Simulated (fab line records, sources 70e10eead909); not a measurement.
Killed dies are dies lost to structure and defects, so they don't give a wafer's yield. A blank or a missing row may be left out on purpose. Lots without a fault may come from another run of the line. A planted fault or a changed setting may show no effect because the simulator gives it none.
Chamber matching | flow nand_harc | NHARC_A_STAIRCASE_TRIM_196 on rie_diel-12: 4 sister chambers
The step chemistry O2, time 211.2 s. 18 wafers are shown with their chamber, then 9 later ones without.

WAFERS WITH THEIR CHAMBER
wafer  | chamber | drypump_motor_current_A (A) | showerhead_plenum_p_Torr (Torr) | throttle_valve_pct (%)
L078.2 | 1       | 5.2                         | 3.46                            | 17.042
L078.3 | 2       | 6.1                         | 3.36                            | 17.042
L078.6 | 2       | 6.1                         | 3.36                            | 17.025
L079.1 | 0       | 6.6                         | 3.36                            | 17.043
L079.2 | 1       | 5.2                         | 3.46                            | 17.030
L079.6 | 2       | 6.1                         | 3.36                            | 17.038
L081.1 | 3       | 5.8                         | 3.41                            | 17.041
L081.4 | 0       | 6.6                         | 3.36                            | 17.039
L081.6 | 1       | 5.2                         | 3.45                            | 17.043
L082.2 | 1       | 5.2                         | 3.45                            | 17.042
L082.5 | 3       | 5.8                         | 3.41                            | 17.038
L082.6 | 1       | 5.2                         | 3.45                            | 17.039
L089.4 | 3       | 5.7                         | 3.39                            | 17.032
L089.5 | 2       | 6.1                         | 3.34                            | 17.030
L089.6 | 3       | 5.7                         | 3.39                            | 17.046
L090.1 | 0       | 6.6                         | 3.34                            | 17.051
L090.4 | 1       | 5.1                         | 3.44                            | 17.031
L090.6 | 2       | 6.0                         | 3.34                            | 17.040

SIGNATURES (means of the wafers above)
reading                  | chamber 0 | chamber 1 | chamber 2 | chamber 3 | scatter within a chamber
drypump_motor_current_A  | 6.600     | 5.183     | 6.080     | 5.750     | 0.0434
showerhead_plenum_p_Torr | 3.3533    | 3.4517    | 3.3520    | 3.4000    | 0.0101
throttle_valve_pct       | 17.04433  | 17.03783  | 17.03500  | 17.03925  | 0.0063
Rule: a wafer's distance from a chamber is the root of the sum, over the readings, of the square of ((its reading less the chamber's mean) divided by the reading's scatter). The wafer belongs to the nearest chamber; if the next one is less than 2 further off, it can't be placed. The scatter: the root of (the sum of the squares of (reading less its chamber's mean) over the shown wafers, divided by (wafers less chambers)).

WAFERS WITHOUT THEIR CHAMBER
wafer  | drypump_motor_current_A (A) | showerhead_plenum_p_Torr (Torr) | throttle_valve_pct (%)
L092.3 | 5.8                         | 3.39                            | 17.038
L092.4 | 5.1                         | 3.43                            | 17.047
L092.5 | 5.1                         | 3.43                            | 17.037
L095.3 | 6.1                         | 3.33                            | 17.044
L095.5 | 6.6                         | 3.33                            | 17.050
L095.6 | 5.8                         | 3.38                            | 17.037
L097.3 | 6.6                         | 3.33                            | 17.029
L097.5 | 6.6                         | 3.33                            | 17.044
L097.6 | 5.8                         | 3.38                            | 17.039

WHICH CHAMBER EACH WENT THROUGH
wafer  | from the rows above | in truth
L092.3 | 3                   | 3
L092.4 | 1                   | 1
L092.5 | 1                   | 1
L095.3 | 2                   | 2
L095.5 | 0                   | 0
L095.6 | 3                   | 3
L097.3 | 0                   | 0
L097.5 | 0                   | 0
L097.6 | 3                   | 3
Placed correctly: 9 of 9. Can't be placed from these rows: 0. Placed wrongly: 0.
